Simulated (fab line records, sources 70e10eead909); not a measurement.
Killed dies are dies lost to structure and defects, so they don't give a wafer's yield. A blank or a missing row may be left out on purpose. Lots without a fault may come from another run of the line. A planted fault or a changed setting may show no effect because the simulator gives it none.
Chamber matching | flow nand_harc | NHARC_A_STAIRCASE_DEP_280 on pecvd-03: 3 sister chambers
The step deposits SiON, target thk 30 nm. 16 wafers are shown with their chamber, then 8 later ones without.

WAFERS WITH THEIR CHAMBER
wafer  | chamber | heater_power_w (W)
L074.3 | 2       | 640
L074.4 | 2       | 640
L074.6 | 0       | 886
L076.1 | 1       | 585
L076.4 | 2       | 744
L076.6 | 1       | 583
L077.1 | 1       | 658
L077.3 | 2       | 728
L077.5 | 0       | 769
L081.2 | 0       | 820
L081.5 | 2       | 762
L081.6 | 1       | 707
L084.1 | 0       | 892
L084.3 | 1       | 719
L084.6 | 2       | 643
L088.2 | 0       | 844

SIGNATURES (means of the wafers above)
reading        | chamber 0 | chamber 1 | chamber 2 | scatter within a chamber
heater_power_w | 842.20    | 650.40    | 692.83    | 58
Rule: a wafer's distance from a chamber is the root of the sum, over the readings, of the square of ((its reading less the chamber's mean) divided by the reading's scatter). The wafer belongs to the nearest chamber; if the next one is less than 2 further off, it can't be placed. The scatter: the root of (the sum of the squares of (reading less its chamber's mean) over the shown wafers, divided by (wafers less chambers)).

WAFERS WITHOUT THEIR CHAMBER
wafer  | heater_power_w (W)
L088.4 | 766
L088.5 | 654
L093.1 | 904
L093.4 | 688
L093.6 | 912
L096.2 | 672
L096.5 | 670
L096.6 | 788

WHICH CHAMBER EACH WENT THROUGH
wafer  | from the rows above          | in truth
L088.4 | can't be placed: 2 or 0 or 1 | 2
L088.5 | can't be placed: 1 or 2      | 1
L093.1 | 0                            | 0
L093.4 | can't be placed: 2 or 1      | 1
L093.6 | 0                            | 0
L096.2 | can't be placed: 2 or 1      | 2
L096.5 | can't be placed: 1 or 2      | 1
L096.6 | can't be placed: 0 or 2 or 1 | 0
Placed correctly: 2 of 8. Can't be placed from these rows: 6 (the true chamber is among the candidates in 6). Placed wrongly: 0.
